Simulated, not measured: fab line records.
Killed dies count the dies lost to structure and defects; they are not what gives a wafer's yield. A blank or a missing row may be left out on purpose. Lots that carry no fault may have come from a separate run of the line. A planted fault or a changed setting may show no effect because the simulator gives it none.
fab line records	flow n5_finfet
record: lots: 5	wafers: 15	last_day: 17
route steps=1938 shown BEOL_M4@1099 BEOL_M5@1112 BEOL_M8@1377 PASSIVATION@1936
lots that met no fault: taken from a fault-free run of the same line
start_h: hours from the record's first day to the start of the lot's first wafer shown	wait_h: hours elapsed since this lot's preceding step	" identical to the entry in the row above	L1.1+2: a single row standing in for several wafers	- no value, or no start given	* or withheld: withheld	< > ~ a bound
route shown NAME@n: a module of which the file shows steps, and the number in the route of the first	usual: average and standard deviation across the fault-free wafers	same: alike in all rows	chamber/n: place in a boat	sites: readings site by site	_std_site: standard deviation across them	_edge_site: outer sites' mean less inner sites'	radius_mm: how far each site lies from the wafer's centre	mask NAME#n: copy n	behind: the most recent tool/chamber to have shaped the wafer	hold: what put the lot on hold/how long, in hours/how the hold closed	device: whichever transistor did not switch (one of n, p or np)	end of line: tests run on the same wafers once the route is complete	a step given without rows: its recipe and nothing more	killed: dies that structure and defects cost at the first sort, which is not the same as the wafer's yield	map: shows each die of a wafer: x if killed, . if not, _ if none is there
set.NAME: setting as actually run; set.NAME@STEP: the setting as run at that earlier step	model.NAME: the simulator's own value behind a step, which no gauge read
certain route steps with their lots: each step a table, each wafer a row
services: a tool's chamber out of use, with start hour (start_h, from the record's first day; less than 0 if before it), hours out, and reason
== steps ==
step: N5_BEOL_M4_ANNEAL_95
recipe: temp_c: 400	time_s: 240	ambient: vacuum
step: N5_BEOL_M4_SPUTTER_96
recipe: material: Cu	target_thk_a: 45	temp_c: -20	chamber_pressure_pa: 0.07	power_w: withheld	time_s: 8.29
step: N5_BEOL_M4_ECD_50
recipe: material: Cu	target_thk_a: 3000
step: N5_BEOL_M4_ANNEAL_51
recipe: temp_c: 225	time_s: 90	ambient: N2
step: N5_BEOL_M4_CMP_52
recipe: stop_on: SiOC	t_overpolish_s: 6.8	down_force_psi: 1	platen_rpm: 50	clearing_platen_down_force_psi: 1.5	clearing_platen_rpm: 50	post_cmp_clean: cu_alkaline	target_thk_nm: 40	clearing_platen_pad_velocity_m_s: 0.99484	pad_velocity_m_s: 0.99484
step: N5_BEOL_M4_PRE_CLEAN_60
recipe: gas: NH3/H2	time_s: 15	temp_c: *	rf_power_w: 300
step: N5_BEOL_M4_CO_CAP_55
recipe: material: Co	target_thk_a: 20	temp_c: 200	precursor: CCTBA/H2	pressure_torr: 30	time_s: 102.1
step: N5_BEOL_M4_PRE_CLEAN_56
recipe: gas: NH3	time_s: 15	temp_c: withheld	rf_power_w: 300
step: N5_BEOL_M4_DEP_57
recipe: material: SiCN	target_thk_a: 80	temp_c: withheld	precursor: 3MS/NH3	pressure_torr: 3	rf_w: 202	time_s: 14
step: N5_BEOL_M4_RC_MEAS_101
usual: DIBL_N: 36.0/1.9	DIBL_P: 35.6/2.2	IOFF_N: 0.15/0.031	IOFF_P: 0.19/0.032	ION_N: 668/11	ION_P: 455/7.2	SS_N: 71.5/0.65	SS_P: 73.4/0.64	VT_N: 251/3.6	VT_P: -253/3.3
lot.wafer	tool	chamber	start_h	wait_h	DIBL_N[mV/V]	DIBL_P[mV/V]	IOFF_N[nA/um]	IOFF_P[nA/um]	ION_N[uA/um]	ION_P[uA/um]	SS_N[mV/dec]	SS_P[mV/dec]	VT_N[mV]	VT_P[mV]
L981.1	prober-01	0	198.55	0.0	34.5	33.8	0.14	0.16	666	446	71.2	72.6	252	-254
L981.2	"	0	"	"	35.0	33.8	0.13	0.16	672	453	71.2	71.9	254	-255
L981.6	"	0	"	"	32.4	31.5	0.11	0.14	663	453	70.5	71.7	253	-257
L983.2	prober-01	0	216.05	0.2	37.1	35.6	0.17	0.21	679	466	71.8	73.8	248	-252
L983.3	"	0	"	"	35.4	34.6	0.14	0.20	674	474	71.2	73.3	248	-248
L983.6	"	0	"	"	39.3	39.2	0.23	0.27	700	469	72.6	74.6	246	-244
L982.2	prober-02	0	226.81	0.2	38.0	38.6	0.21	0.24	678	460	72.4	73.2	245	-249
L982.3	"	0	"	"	35.6	35.3	0.15	0.19	671	460	71.4	72.9	253	-252
L982.4	"	0	"	"	37.9	38.4	0.19	0.23	674	453	71.7	74.3	247	-251
L990.1	prober-02	0	292.04	0.0	35.0	32.8	0.13	0.16	653	449	71.0	73.1	254	-253
L990.2	"	0	"	"	36.5	34.8	0.16	0.19	683	461	71.6	74.3	249	-251
L990.5	"	0	"	"	33.8	31.3	0.12	0.15	658	451	69.9	72.9	251	-254
L994.1	prober-01	0	305.61	0.0	37.3	40.1	0.18	0.23	659	450	72.7	75.0	249	-251
L994.4	"	0	"	"	36.8	37.6	0.17	0.18	673	447	71.9	72.8	249	-256
L994.6	"	0	"	"	33.6	34.6	0.13	0.15	657	451	71.3	72.6	253	-257
step: N5_BEOL_M5_ILD_DEP_00
recipe: material: SiCOH_lowk	target_thk_a: 1406.4	temp_c: 300	precursor: DEMS/porogen	pressure_torr: 5	rf_w: 500	time_s: 25.9
step: N5_BEOL_M5_CURE_79
recipe: temp_c: 385	time_s: 240	ambient: He/Ar	material: SiCOH_lowk
step: N5_BEOL_M5_PECVD_70
recipe: material: SiO2	target_thk_a: 160	temp_c: 400	precursor: TEOS/O2	pressure_torr: 5.5	rf_w: 450	teos_flow_sccm: 53.8	gas: O2	flow_sccm: 3000	time_s: 18
step: N5_BEOL_M5_HM_DEP_02
recipe: material: TiN	target_thk_a: 200	temp_c: 25	chamber_pressure_pa: 0.49996
step: N5_BEOL_M5_COAT_59
recipe: resist: SOC	temp_c: 250	time_s: 60	spin_rpm: 1500	resist_thk_nm: 60
step: N5_BEOL_M5_COAT_60
recipe: resist: SiARC	temp_c: 220	time_s: 60	spin_rpm: 1500	resist_thk_nm: 12
step: N5_BEOL_M5_COAT_71
recipe: resist: underlayer	temp_c: 205	time_s: 60	spin_rpm: 1500	resist_thk_nm: 5
step: N5_BEOL_M5_COAT_05
recipe: resist: CAR-EUV	spin_rpm: 1500	resist_thk_nm: 30
step: N5_BEOL_M5_EBR_07
recipe: solvent: PGMEA	ebr_width_mm: 1.5
step: N5_BEOL_M5_SOFTBAKE_06
recipe: temp_c: 110	time_s: 60	resist: CAR-EUV
step: N5_BEOL_M5_EXPOSE_08
recipe: mask_id: M5	na: 0.33	source_shape: annular	sigma_inner: 0.4	sigma_outer: 0.8	polarization: unpolarized	target_cd_nm: 28	dose_mj: 35.75
step: N5_BEOL_M5_PEB_09
recipe: peb_temp_c: 100	peb_time_s: 60	resist: CAR-EUV
step: N5_BEOL_M5_DEVELOP_10
recipe: develop_time_s: 30	developer: TMAH	resist: CAR-EUV	rinse_liquid: surfactant_rinse	dry: air_spin	dev_temp_c: 23
step: N5_BEOL_M5_DESCUM_16
recipe: chemistry: O2	time_s: 7	source_power_w: 50	bias_power_w: 20	pressure_mtorr: 20	rf_frequency_hz: 2.712e+07	temp_c: 40	resist: CAR-EUV	o2_flow_sccm: 225
step: N5_BEOL_M5_ETCH_72
recipe: chemistry: N2/H2	target: underlayer	target_depth_a: 65	mask_material: CAR-EUV	time_s: 5.2	ion_energy_ev: 200	pressure_mtorr: 30	source_w: 840	bias_w: 150	n2_flow_sccm: 200	h2_flow_sccm: 200	ends: cleared
step: N5_BEOL_M5_ETCH_61
recipe: chemistry: CF4	target: SiARC	target_depth_a: 156	mask_material: CAR-EUV	time_s: 26	ion_energy_ev: 80	pressure_mtorr: 40	source_w: 545	bias_w: 36	Ar_flow_sccm: 100	cf4_flow_sccm: 100	ends: cleared
step: N5_BEOL_M5_ETCH_62
recipe: chemistry: N2/H2	target: SOC	target_depth_a: 750	overetch_a: 150	mask_material: SiARC	temp_c: 40	time_s: 112.5	ion_energy_ev: 200	pressure_mtorr: 30	source_w: 840	bias_w: 150	n2_flow_sccm: 200	h2_flow_sccm: 200
step: N5_BEOL_M5_STRIP_63
recipe: chemistry: N2/H2	temp_c: 40	n2_flow_sccm: 200	h2_flow_sccm: 200	rf_frequency_hz: 6e+07
step: N5_BEOL_M5_STRIP_73
recipe: chemistry: N2/H2	temp_c: 40	n2_flow_sccm: 200	h2_flow_sccm: 200	rf_frequency_hz: 6e+07
step: N5_BEOL_M5_STRIP_64
recipe: chemistry: CF4	resist: SiARC	power_w: 300	bias_power_w: 75	pressure_mtorr: 50	cf4_flow_sccm: 150	rf_frequency_hz: 6e+07
step: N5_BEOL_M5_HM_OPEN_17
recipe: chemistry: Cl2/BCl3	target_depth_a: 200	overetch_a: 60	target: TiN	mask_material: SOC	ion_energy_ev: 150	pressure_mtorr: 10	icp_w: 1000	bias_w: 126	Cl2_flow_sccm: 53.25	bcl3_flow_sccm: 21.75	Ar_flow_sccm: 25
step: N5_BEOL_M5_STRIP_19
recipe: chemistry: O2	power_w: 400	temp_c: 40	pressure_mtorr: 30	rf_frequency_hz: 6e+07	bias_power_w: 0	overash_fraction: 0.2	o2_flow_sccm: 225
step: N5_BEOL_M5_COAT_65
recipe: resist: SOC	temp_c: 250	time_s: 60	spin_rpm: 1500	resist_thk_nm: 60
step: N5_BEOL_M5_COAT_66
recipe: resist: SiARC	temp_c: 220	time_s: 60	spin_rpm: 1500	resist_thk_nm: 12
step: N5_BEOL_M8_TRENCH_ETCH_37
recipe: chemistry: C4F6/O2	target_depth_a: 934.78	target: SiCOH_lowk	time_s: 31.2	ion_energy_ev: 250	pressure_mtorr: 30	source_w: 345	bias_w: 185	Ar_flow_sccm: 300	C4F6_flow_sccm: 10	O2_flow_sccm: 10
usual: C4F6_flow_sccm: 10.002/0.03	O2_flow_sccm: 10.001/0.029	drypump_motor_current_A: 5.6/0.35	oes_product_au: 0.82/0.081	rf_vpp_V: 664/16	showerhead_plenum_p_Torr: 2.91/0.065	throttle_valve_pct: 20.69/0.27
lot.wafer	tool	chamber	start_h	wait_h	C4F6_flow_sccm	O2_flow_sccm	drypump_motor_current_A	oes_product_au	rf_hours_counter_h	rf_vpp_V	showerhead_plenum_p_Torr	throttle_valve_pct	model.TiN_of_BEOL_M8_HM_DEP_02.thk_nm
L981.1	rie_diel-06	1	236.25	-	-	-	-	-	-	-	-	-	19.6
L981.2	"	3	"	"	-	-	-	-	-	-	-	-	19.6
L981.6	"	1	"	"	-	-	-	-	-	-	-	-	19.6
L983.2	rie_diel-01	3	251.91	-	-	-	-	-	-	-	-	-	20.4
L983.3	"	0	"	"	-	-	-	-	-	-	-	-	20.2
L983.6	"	1	"	"	-	-	-	-	-	-	-	-	20.2
L982.2	rie_diel-06	3	260.20	-	-	-	-	-	-	-	-	-	20
L982.3	"	2	"	"	-	-	-	-	-	-	-	-	19.8
L982.4	"	1	"	"	-	-	-	-	-	-	-	-	20
L990.1	rie_diel-01	0	326.29	-	10.026	9.982	5.9	0.81	72	665	3.02	20.59	17.4
L990.2	"	3	"	"	9.982	10.041	5.3	0.82	80	645	2.89	20.77	17.6
L990.5	"	2	"	"	10.044	9.999	5.9	0.76	-	653	2.95	20.54	17.4
L994.1	rie_diel-01	3	341.60	-	10.013	9.979	5.2	0.82	86	645	2.89	20.77	17.4
L994.4	"	2	"	"	9.973	9.984	5.9	0.76	121	651	2.95	20.56	17.4
L994.6	"	0	"	"	10.056	10.003	5.9	0.81	-	666	3.02	20.60	17.6
step: N5_BEOL_M8_OCD_MEAS_38
usual: trench_depth_nm: 93.4/1.8
lot.wafer	tool	chamber	start_h	wait_h	trench_depth_nm
L981.1	ocd-01	-	236.40	-	0.1
L981.2	"	-	"	"	0
L981.6	"	-	"	"	0
L983.2	ocd-01	-	252.07	-	0.3
L983.3	"	-	"	"	0.3
L983.6	"	-	"	"	0
L982.2	ocd-02	-	260.36	-	0.4
L982.3	"	-	"	"	0.3
L982.4	"	-	"	"	0
L990.1	ocd-02	-	326.45	-	92.7
L990.2	"	-	"	"	95.2
L990.5	"	-	"	"	92.1
L994.1	ocd-02	-	341.76	-	95.4
L994.4	"	-	"	"	91.1
L994.6	"	-	"	"	93.1
step: N5_BEOL_M8_CMP_52
recipe: stop_on: SiCOH_lowk	t_overpolish_s: 6.9	down_force_psi: 1	platen_rpm: 50	clearing_platen_down_force_psi: 1.5	clearing_platen_rpm: 50	post_cmp_clean: cu_alkaline	target_thk_nm: 80	clearing_platen_pad_velocity_m_s: 0.99484	pad_velocity_m_s: 0.99484
usual: edge_zone_pressure_frac: 0.999/0.0053	motor_current_A: 5.9/0.39	pad_life_wafers: 998/580	slurry_filter_dp_kPa: 13.49/0.14
lot.wafer	tool	chamber	start_h	wait_h	edge_zone_pressure_frac	motor_current_A	pad_life_wafers	slurry_filter_dp_kPa	model.Cu_of_BEOL_M8_ECD_50.thk_nm
L981.1	cmp-04	2	239.49	0.3	0.996	5.9	1363	13.60	0
L981.2	"	0	"	"	1.003	5.0	1365	13.20	0
L981.6	"	1	"	"	1.006	5.4	-	13.33	0.2
L983.2	cmp-01	3	254.69	0.2	0.993	6.5	546	13.57	0
L983.3	"	1	"	"	0.998	5.9	548	13.54	0.2
L983.6	"	0	"	"	1.005	5.8	-	13.31	0
L982.4	cmp-03	3	263.12	0.2	1.003	6.3	145	13.42	0
L982.2	"	0	"	"	0.995	6.3	146	13.57	0.8
L982.3	"	1	"	"	1.004	5.9	147	13.66	0
L990.2	cmp-03	0	330.95	0.2	0.990	6.6	696	13.38	82.4
L990.1	"	1	"	"	1.010	5.6	697	13.40	78.8
L990.5	"	0	"	"	0.992	6.8	-	13.56	79.4
L994.1	cmp-03	3	344.42	0.3	0.995	6.3	781	13.65	82.2
L994.4	"	1	"	"	0.995	5.7	783	13.50	77.2
L994.6	"	3	"	"	0.999	6.3	-	13.44	78.8
step: N5_PASSIVATION_PROBE_49
usual: defect_limited_yield: 91.3/1.4	killed_at_M0_to_M3: 34/10	killed_at_M4_up: 14/5.5	killed_at_contacts: 12/6	killed_at_front_end: 40/10	killed_at_other: 3.0/2.4	killed_dies: 103/17	killed_on_rim: 13/4.3	killed_open: 68/13	killed_short: 34/7.8	sort_bin_5_function: 5.1/0.97	sort_bin_6_memory: 3.3/0.66	sort_n_pass: 1077/17	sort_yield_pct: 91.2/1.4
same: gross_dies: 1180	killed_at_back_side: 0	sort_bin_4_leakage[%]: 0	sort_bin_8_speed[%]: 0
lot.wafer	tool	chamber	start_h	wait_h	defect_limited_yield[%]	killed_at_M0_to_M3	killed_at_M4_up	killed_at_contacts	killed_at_front_end	killed_at_other	killed_dies	killed_on_rim	killed_open	killed_short	sort_bin_5_function[%]	sort_bin_6_memory[%]	sort_n_pass	sort_yield_pct[%]
L981.1	prober-01	-	298.05	0.0	0	70	1063	10	37	0	1180	152	86	44	95.9	3.8	0	0
L981.2	prober-01	-	298.10	0.1	0	36	1083	5	56	0	1180	152	66	42	96.3	3.7	0	0
L981.6	prober-01	-	298.30	0.3	0	41	1088	6	45	0	1180	152	59	40	96.8	2.8	0	0
L983.2	prober-01	-	315.71	0.1	0	37	1071	19	50	3	1180	152	77	39	95.7	4.0	0	0
L983.3	prober-01	-	315.76	0.1	0	44	1088	2	42	4	1180	152	75	45	95.8	3.9	0	0
L983.6	prober-01	-	315.91	0.3	0	35	1100	20	23	2	1180	152	62	29	97.2	2.6	0	0
L982.2	prober-02	-	323.41	0.5	0	49	1052	9	65	5	1180	152	75	61	94.7	4.6	0	0
L982.3	prober-02	-	323.46	0.5	0	45	1090	7	36	2	1180	152	65	40	95.9	3.8	0	0
L982.4	prober-02	-	323.51	0.6	0	51	1067	3	57	2	1180	152	86	40	94.9	4.5	0	0
L990.1	prober-01	-	399.57	0.0	91.4	30	14	20	37	0	101	16	64	36	4.7	3.7	1079	91.4
L990.2	prober-01	-	399.62	0.1	90.4	32	17	14	49	1	113	16	78	34	5.0	4.2	1067	90.4
L990.5	prober-01	-	399.77	0.2	92.4	17	14	20	37	2	90	13	56	32	4.8	2.6	1090	92.4
L994.1	prober-01	-	416.60	0.0	90.4	51	20	6	35	1	113	11	80	33	5.9	3.5	1067	90.4
L994.4	prober-01	-	416.75	0.2	91.4	41	5	8	43	4	101	18	52	48	4.9	3.3	1079	91.4
L994.6	prober-01	-	416.85	0.3	91.4	33	13	8	47	1	102	14	67	30	5.1	3.0	1078	91.4
killed by level:class
L981.1 BEOL_M8:area_etch=1048 BEOL_M0_SAQP:geometric_particle:short=18 BEOL_M1:geometric_particle:open=15 DUMMY_GATE:geometric_particle:open=11 BEOL_M3:geometric_particle:open=11 FIN_SAQP:geometric_particle:short=9 BEOL_M0_SAQP:geometric_particle:open=9 BEOL_M2:geometric_particle:open=9
L981.2 BEOL_M8:area_etch=1070 FIN_SAQP:geometric_particle:short=12 DUMMY_GATE:geometric_particle:open=10 BEOL_M0_SAQP:geometric_particle:open=10 FIN_SAQP:geometric_particle:open=7 BEOL_M1:geometric_particle:open=6 BEOL_M0_SAQP:geometric_particle:short=6 MOL_CONTACT_COAG:geometric_particle:open=5
L981.6 BEOL_M8:area_etch=1079 BEOL_M0_SAQP:geometric_particle:short=16 DUMMY_GATE:geometric_particle:open=10 FIN_SAQP:geometric_particle:open=9 BEOL_M0_SAQP:geometric_particle:open=8 FIN_SAQP:geometric_particle:short=6 BEOL_M4:geometric_particle:open=5 STI_FIN_REVEAL:geometric_particle:open=5
L983.2 BEOL_M8:area_etch=1062 MOL_CONTACT_COAG:geometric_particle:open=13 STI_FIN_REVEAL:geometric_particle:open=12 FIN_SAQP:geometric_particle:open=8 BEOL_M1:geometric_particle:open=8 FIN_SAQP:geometric_particle:short=6 DUMMY_GATE:geometric_particle:open=5 GATE_CUT:geometric_particle:short=5
L983.3 BEOL_M8:area_etch=1060 BEOL_M4:geometric_particle:open=14 BEOL_M1:geometric_particle:open=13 STI_FIN_REVEAL:geometric_particle:open=10 BEOL_M0_SAQP:geometric_particle:short=9 FIN_SAQP:geometric_particle:short=8 GATE_CUT:geometric_particle:short=6 BEOL_M3:geometric_particle:short=6
L983.6 BEOL_M8:area_etch=1086 MOL_CONTACT_COAG:geometric_particle:open=16 BEOL_M0:geometric_particle:open=8 BEOL_M2:geometric_particle:open=6 FIN_SAQP:geometric_particle:short=5 BEOL_M0_SAQP:geometric_particle:short=5 FIN_SAQP:geometric_particle:open=4 BEOL_M5:geometric_particle:open=4
L982.2 BEOL_M8:area_etch=1042 GATE_CUT:geometric_particle:short=21 FIN_SAQP:geometric_particle:open=17 BEOL_M1:geometric_particle:open=9 BEOL_M2:geometric_particle:open=9 FIN_SAQP:geometric_particle:short=8 MOL_CONTACT_COAG:geometric_particle:open=8 BEOL_M0:geometric_particle:short=7
L982.3 BEOL_M8:area_etch=1072 GATE_CUT:geometric_particle:open=9 BEOL_M0_SAQP:geometric_particle:open=8 BEOL_M1:geometric_particle:open=8 BEOL_M4:geometric_particle:open=7 FIN_SAQP:geometric_particle:open=6 GATE_CUT:geometric_particle:short=6 BEOL_M2:geometric_particle:open=6
L982.4 BEOL_M8:area_etch=1053 STI_FIN_REVEAL:geometric_particle:open=20 FIN_SAQP:geometric_particle:short=12 BEOL_M1:geometric_particle:open=11 BEOL_M0_SAQP:geometric_particle:short=10 BEOL_M3:geometric_particle:open=9 BEOL_M0_SAQP:geometric_particle:open=8 GATE_CUT:geometric_particle:short=6
L990.1 MOL_CONTACT_COAG:geometric_particle:open=16 STI_FIN_REVEAL:geometric_particle:open=10 BEOL_M0_SAQP:geometric_particle:short=8 FIN_SAQP:geometric_particle:short=7 BEOL_M1:geometric_particle:open=6 DUMMY_GATE:geometric_particle:open=5 BEOL_M0_SAQP:geometric_particle:open=5 BEOL_M3:geometric_particle:open=4
L990.2 STI_FIN_REVEAL:geometric_particle:open=14 FIN_SAQP:geometric_particle:open=12 MOL_CONTACT_COAG:geometric_particle:open=11 FIN_SAQP:geometric_particle:short=7 BEOL_M1:geometric_particle:open=7 BEOL_M0_SAQP:geometric_particle:short=6 BEOL_M4:geometric_particle:open=6 BEOL_M3:geometric_particle:short=5
L990.5 STI_FIN_REVEAL:geometric_particle:open=14 MOL_CONTACT_COAG:geometric_particle:open=14 FIN_SAQP:geometric_particle:short=6 MOL_CONTACT_COAG:geometric_particle:short=6 BEOL_M3:geometric_particle:open=6 STI_FIN_REVEAL:geometric_particle:short=4 BEOL_M0_SAQP:geometric_particle:short=4 BEOL_M3:geometric_particle:short=4
L994.1 BEOL_M3:geometric_particle:open=13 BEOL_M0_SAQP:geometric_particle:short=11 BEOL_M0_SAQP:geometric_particle:open=9 BEOL_M1:geometric_particle:open=9 BEOL_M4:geometric_particle:open=9 FIN_SAQP:geometric_particle:short=7 MOL_CONTACT_COAG:geometric_particle:open=6 STI_FIN_REVEAL:geometric_particle:open=5
L994.4 FIN_SAQP:geometric_particle:short=14 BEOL_M3:geometric_particle:open=11 BEOL_M0_SAQP:geometric_particle:short=9 MOL_CONTACT_COAG:geometric_particle:open=7 BEOL_M0_SAQP:geometric_particle:open=6 DUMMY_GATE:geometric_particle:open=5 GATE_CUT:geometric_particle:short=5 FIN_SAQP:geometric_particle:open=4
L994.6 STI_FIN_REVEAL:geometric_particle:open=12 BEOL_M3:geometric_particle:open=11 BEOL_M4:geometric_particle:open=9 FIN_SAQP:geometric_particle:short=8 FIN_SAQP:geometric_particle:open=8 MOL_CONTACT_COAG:geometric_particle:open=7 BEOL_M0_SAQP:geometric_particle:short=5 BEOL_M1:geometric_particle:open=5
map L981.1 (x killed, . not)
_________________xxxxxxxxxxxx________________
______________xxxxxxxxxxxxxxxxxx_____________
___________xxxxxxxxxxxxxxxxxxxxxxxx__________
__________xxxxxxxxxxxxxxxxxxxxxxxxxx_________
________xxxxxxxxxxxxxxxxxxxxxxxxxxxxxx_______
_______xxxxxxxxxxxxxxxxxxxxxxxxxxxxxxxx______
______xxxxxxxxxxxxxxxxxxxxxxxxxxxxxxxxxx_____
_____xxxxxxxxxxxxxxxxxxxxxxxxxxxxxxxxxxxx____
____xxxxxxxxxxxxxxxxxxxxxxxxxxxxxxxxxxxxxx___
___xxxxxxxxxxxxxxxxxxxxxxxxxxxxxxxxxxxxxxxx__
___xxxxxxxxxxxxxxxxxxxxxxxxxxxxxxxxxxxxxxxx__
__xxxxxxxxxxxxxxxxxxxxxxxxxxxxxxxxxxxxxxxxxx_
__xxxxxxxxxxxxxxxxxxxxxxxxxxxxxxxxxxxxxxxxxx_
_xxxxxxxxxxxxxxxxxxxxxxxxxxxxxxxxxxxxxxxxxxxx
_xxxxxxxxxxxxxxxxxxxxxxxxxxxxxxxxxxxxxxxxxxxx
_xxxxxxxxxxxxxxxxxxxxxxxxxxxxxxxxxxxxxxxxxxxx
_xxxxxxxxxxxxxxxxxxxxxxxxxxxxxxxxxxxxxxxxxxxx
_xxxxxxxxxxxxxxxxxxxxxxxxxxxxxxxxxxxxxxxxxxxx
_xxxxxxxxxxxxxxxxxxxxxxxxxxxxxxxxxxxxxxxxxxxx
_xxxxxxxxxxxxxxxxxxxxxxxxxxxxxxxxxxxxxxxxxxxx
_xxxxxxxxxxxxxxxxxxxxxxxxxxxxxxxxxxxxxxxxxxxx
__xxxxxxxxxxxxxxxxxxxxxxxxxxxxxxxxxxxxxxxxxx_
__xxxxxxxxxxxxxxxxxxxxxxxxxxxxxxxxxxxxxxxxxx_
___xxxxxxxxxxxxxxxxxxxxxxxxxxxxxxxxxxxxxxxx__
___xxxxxxxxxxxxxxxxxxxxxxxxxxxxxxxxxxxxxxxx__
____xxxxxxxxxxxxxxxxxxxxxxxxxxxxxxxxxxxxxx___
_____xxxxxxxxxxxxxxxxxxxxxxxxxxxxxxxxxxxx____
______xxxxxxxxxxxxxxxxxxxxxxxxxxxxxxxxxx_____
_______xxxxxxxxxxxxxxxxxxxxxxxxxxxxxxxx______
________xxxxxxxxxxxxxxxxxxxxxxxxxxxxxx_______
__________xxxxxxxxxxxxxxxxxxxxxxxxxx_________
___________xxxxxxxxxxxxxxxxxxxxxxxx__________
______________xxxxxxxxxxxxxxxxxx_____________
_________________xxxxxxxxxxxx________________
map L982.2 (x killed, . not)
_________________xxxxxxxxxxxx________________
______________xxxxxxxxxxxxxxxxxx_____________
___________xxxxxxxxxxxxxxxxxxxxxxxx__________
__________xxxxxxxxxxxxxxxxxxxxxxxxxx_________
________xxxxxxxxxxxxxxxxxxxxxxxxxxxxxx_______
_______xxxxxxxxxxxxxxxxxxxxxxxxxxxxxxxx______
______xxxxxxxxxxxxxxxxxxxxxxxxxxxxxxxxxx_____
_____xxxxxxxxxxxxxxxxxxxxxxxxxxxxxxxxxxxx____
____xxxxxxxxxxxxxxxxxxxxxxxxxxxxxxxxxxxxxx___
___xxxxxxxxxxxxxxxxxxxxxxxxxxxxxxxxxxxxxxxx__
___xxxxxxxxxxxxxxxxxxxxxxxxxxxxxxxxxxxxxxxx__
__xxxxxxxxxxxxxxxxxxxxxxxxxxxxxxxxxxxxxxxxxx_
__xxxxxxxxxxxxxxxxxxxxxxxxxxxxxxxxxxxxxxxxxx_
_xxxxxxxxxxxxxxxxxxxxxxxxxxxxxxxxxxxxxxxxxxxx
_xxxxxxxxxxxxxxxxxxxxxxxxxxxxxxxxxxxxxxxxxxxx
_xxxxxxxxxxxxxxxxxxxxxxxxxxxxxxxxxxxxxxxxxxxx
_xxxxxxxxxxxxxxxxxxxxxxxxxxxxxxxxxxxxxxxxxxxx
_xxxxxxxxxxxxxxxxxxxxxxxxxxxxxxxxxxxxxxxxxxxx
_xxxxxxxxxxxxxxxxxxxxxxxxxxxxxxxxxxxxxxxxxxxx
_xxxxxxxxxxxxxxxxxxxxxxxxxxxxxxxxxxxxxxxxxxxx
_xxxxxxxxxxxxxxxxxxxxxxxxxxxxxxxxxxxxxxxxxxxx
__xxxxxxxxxxxxxxxxxxxxxxxxxxxxxxxxxxxxxxxxxx_
__xxxxxxxxxxxxxxxxxxxxxxxxxxxxxxxxxxxxxxxxxx_
___xxxxxxxxxxxxxxxxxxxxxxxxxxxxxxxxxxxxxxxx__
___xxxxxxxxxxxxxxxxxxxxxxxxxxxxxxxxxxxxxxxx__
____xxxxxxxxxxxxxxxxxxxxxxxxxxxxxxxxxxxxxx___
_____xxxxxxxxxxxxxxxxxxxxxxxxxxxxxxxxxxxx____
______xxxxxxxxxxxxxxxxxxxxxxxxxxxxxxxxxx_____
_______xxxxxxxxxxxxxxxxxxxxxxxxxxxxxxxx______
________xxxxxxxxxxxxxxxxxxxxxxxxxxxxxx_______
__________xxxxxxxxxxxxxxxxxxxxxxxxxx_________
___________xxxxxxxxxxxxxxxxxxxxxxxx__________
______________xxxxxxxxxxxxxxxxxx_____________
_________________xxxxxxxxxxxx________________
== services ==
tool	chamber	start_h	hours	kind
cmp-01	-	212.85	1.8	repair
cmp-03	-	238.14	4.0	pm
cmp-03	-	242.14	-	consumable_replace:conditioner
cmp-03	-	242.14	-	consumable_replace:pad
rie_diel-01	-	252.18	2.8	pm
cmp-03	-	257.10	0.3	repair
cmp-01	-	268.68	3.5	pm
rie_diel-06	3	304.55	-	clean
rie_diel-06	3	304.55	-	consumable_replace:focus_ring
rie_diel-06	3	304.55	-	consumable_replace:showerhead
rie_diel-06	3	304.55	15.0	scheduled_down
rie_diel-06	3	304.55	15.0	vent_cycle
rie_diel-01	1	310.65	-	clean
rie_diel-01	1	310.65	-	consumable_replace:focus_ring
rie_diel-01	1	310.65	29.0	scheduled_down
rie_diel-01	1	310.65	29.0	vent_cycle
cmp-01	-	340.27	5.2	pm
cmp-03	-	340.37	1.7	repair
== key ==
first_sign: step: N5_BEOL_M8_TRENCH_ETCH_37	reading: tool_record	direction: missing
effect: step: N5_BEOL_M8_OCD_MEAS_38	reading: trench_depth_nm	direction: down	sigmas: 51	usual: 93.4	struck: 0.1
effect: step: N5_PASSIVATION_PROBE_49	reading: killed_at_M4_up	direction: up	sigmas: 99+	usual: 14	struck: 1078
model_effect: step: N5_BEOL_M8_TRENCH_ETCH_37	value: TiN_of_BEOL_M8_HM_DEP_02.thk_nm	without: 17.31	struck: 19.93
model_effect: step: N5_BEOL_M8_CMP_52	value: Cu_of_BEOL_M8_ECD_50.thk_nm	without: 79.04	struck: 0.1333
more_kills_born_at: N5_BEOL_M8_TRENCH_ETCH_37@rie_diel-06: 6364	N5_BEOL_M8_TRENCH_ETCH_37@rie_diel-01: 3208
met_at N5_BEOL_M8_TRENCH_ETCH_37
struck_wafers L981.1,L981.2,L981.6,L982.2,L982.3,L982.4,L983.2,L983.3,L983.6
later_rows_left_out L981.1,L981.2,L981.6,L982.2,L982.3,L982.4,L983.2,L983.3,L983.6
fault: kind: skipped_step_whole	tool: rie_diel-01,rie_diel-06	chamber: -	onset_h: 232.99	steps: N5_BEOL_M8_TRENCH_ETCH_37	scope: struck_lots_only
later_rows_left_out: the simulator's readings of these wafers behind a module that went badly wrong aren't trusted and aren't shown, but for the sort
